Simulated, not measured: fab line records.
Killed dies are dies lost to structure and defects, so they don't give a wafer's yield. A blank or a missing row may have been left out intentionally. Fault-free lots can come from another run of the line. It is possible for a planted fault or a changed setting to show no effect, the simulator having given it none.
Matching of chambers    flow nand_harc    pecvd-02 running NHARC_A_ONON_D1_DEP_33: 3 sister chambers
The step deposits SiO2, target thk 200 nm. 3 wafers are shown with their chamber, then 9 later ones without.

## WAFERS WITH THEIR CHAMBER
wafer   chamber  throttle_valve_pct (%)
L086.4  0        15.5
L085.3  2        15.7
L085.6  1        17.1

## WAFERS MISSING THEIR CHAMBER
wafer   throttle_valve_pct (%)
L089.2  15.8
L089.4  15.6
L089.5  16.9
L090.2  16.7
L090.4  16.9
L090.5  15.8
L095.2  16.6
L095.4  16.9
L095.6  15.8

## WHICH CHAMBER EACH WENT THROUGH
wafer   from the rows above      in truth
L089.2  can't be placed: 2 or 0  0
L089.4  can't be placed: 0 or 2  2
L089.5  1                        1
L090.2  1                        1
L090.4  1                        1
L090.5  can't be placed: 2 or 0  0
L095.2  can't be placed: 1 or 2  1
L095.4  1                        1
L095.6  can't be placed: 2 or 0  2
Correct placement for 4 of the 9. Can't be placed from these rows: 5 (the true chamber is among the candidates in 5). Wrongly placed: 0.
How it was worked out, from the rows above alone: a wafer's distance from a chamber is the root of the sum, over the readings, of the square of ((its reading less the chamber's mean) divided by the reading's scatter). The wafer belongs to the nearest chamber; if the next one is less than 2 further off, it can't be placed. For every chamber, the mean is computed from those of its wafers that are shown. The scatter (one wafer shown for each chamber): square how far every hidden wafer sits from the nearest shown wafer, average those squares and take the square root.
